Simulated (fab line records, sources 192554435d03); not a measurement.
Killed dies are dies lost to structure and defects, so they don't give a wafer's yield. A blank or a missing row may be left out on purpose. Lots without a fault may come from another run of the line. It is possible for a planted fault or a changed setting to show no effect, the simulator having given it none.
Problem report, 8D (eight disciplines) form, completed by code	flow n5-finfet	the parts of the form that need people (team, actions taken, sign-off) are left out

## 1. THE PROBLEM
Mean of cd-nm at N5_DUMMY_GATE_CD_MEAS_50: 18.2 nm across 4 wafers in 2 lots; on wafers with no fault it is 14.1 nm (standard deviation 0.35). That puts it +12 standard deviations away from the usual mean.
The step: target cd 14 nm.
First seen on wafer L478.1, day 6 05:38, on cd-sem-03. The record holds 24 wafers of 8 lots with a number at this step. The rule behind "out" and "out of limits": a value lying over 4 standard deviations away from the usual mean. Any other wafer with a number is counted as sound.

## 2. WHAT IT IS, AND WHAT IT ISN'T
question	is	is not
which readings at this step	cd-nm	-
which lots	L478, L482	L469, L472, L479, L483, L484, L487
which wafers of those lots	L478.1, L478.6, L482.1, L482.3	L478.5, L482.4
read on which gauges	cd-sem-03	cd-sem-01, cd-sem-02
when	from day 6 05:38	up to then (7 sound wafers); but 13 sound wafers of L479, L482, L483, L484, L487 came after

## 3. WHAT RULES OUT EACH SUSPECT
Counting: if a tool at a process step up to the reading ran every lot that is out, it stays a suspect. Sound lots after the first of them don't rule it out here, since some wafers of a struck lot are sound.
- the gauge at N5_DUMMY_GATE_CD_MEAS_50 is ruled out. All the wafers that are out were read on cd-sem-03, but those of them that N5_DUMMY_GATE_TRIM_49 has rows for are out there too, on other tools.
- rie-si-05 at N5_DUMMY_GATE_TRIM_49 (chemistry O2, time 29 s, target cd 14 nm): kept. Every lot that is out went through it, the first being L478 (day 6 05:29); the last sound lot it ran before that was L472 (day 4 10:26). Out on those wafers are its own readings of oes-product-au.
Remaining after the count: rie-si-05 at N5_DUMMY_GATE_TRIM_49.

## 4. THE CAUSE (what the simulator had put in)
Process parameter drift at N5_DUMMY_GATE_TRIM_49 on rie-si-05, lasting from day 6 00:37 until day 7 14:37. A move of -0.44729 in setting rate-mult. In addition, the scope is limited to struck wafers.
Counting left only this tool.

## 5. SEQUENCE OF EFFECTS, ordered by route
Each row: a reading whose mean over the struck wafers that have a number lies more than 3 standard deviations from the usual. Only readings whose record carries a usual standard deviation are examined. hours: median over the lots of the time between each lot's start at the first step of this table that gives one and its start at this step. sigmas: the change, counted in usual standard deviations.
hours	step	reading	usual	on struck wafers	change	sigmas
0	N5_DUMMY_GATE_TRIM_49	oes-product-au	0.988 a.u.	0.704	-0.284	-18
0	N5_DUMMY_GATE_CD_MEAS_50	cd-nm	14.1 nm	18.2	+4.1	+12
1	N5_DUMMY_GATE_CD_MEAS_24	cd-nm	15.0 nm	19.2	+4.2	+13
248	N5_PASSIVATION_PROBE_49	defect-limited-yield	91.1 %	0.4	-90.8	-60
248	N5_PASSIVATION_PROBE_49	killed-at-front-end	43	1095	+1052	+81
248	N5_PASSIVATION_PROBE_49	killed-dies	105	1176	+1071	+63
248	N5_PASSIVATION_PROBE_49	killed-on-rim	14	149	+135	+32
248	N5_PASSIVATION_PROBE_49	sort_bin_8_speed	0.00 %	0.17	+0.17	+5.3
248	N5_PASSIVATION_PROBE_49	sort-n-pass	1075	2	-1073	-63
248	N5_PASSIVATION_PROBE_49	sort-yield-pct	91.1 %	0.2	-90.9	-61
The process steps in it:
- N5_DUMMY_GATE_TRIM_49: chemistry O2, time 29 s, target cd 14 nm.
- N5_PASSIVATION_PROBE_49

## 6. HOW IT WOULD HAVE BEEN CAUGHT EARLIER
5 hours passed between the start of the fault at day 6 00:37 and the first reading out of limits at a measuring or inspecting step in this record, taken at day 6 05:38.
The tool's own readings at N5_DUMMY_GATE_TRIM_49 were out on every struck wafer that the step has a row for (oes-product-au): an alarm limit on them would have fired on the first of those.
Of the lots that are out (2), L482 began N5_DUMMY_GATE_TRIM_49 on rie-si-05 after day 6 05:38. It would have been spared by a hold on the tool at that moment.
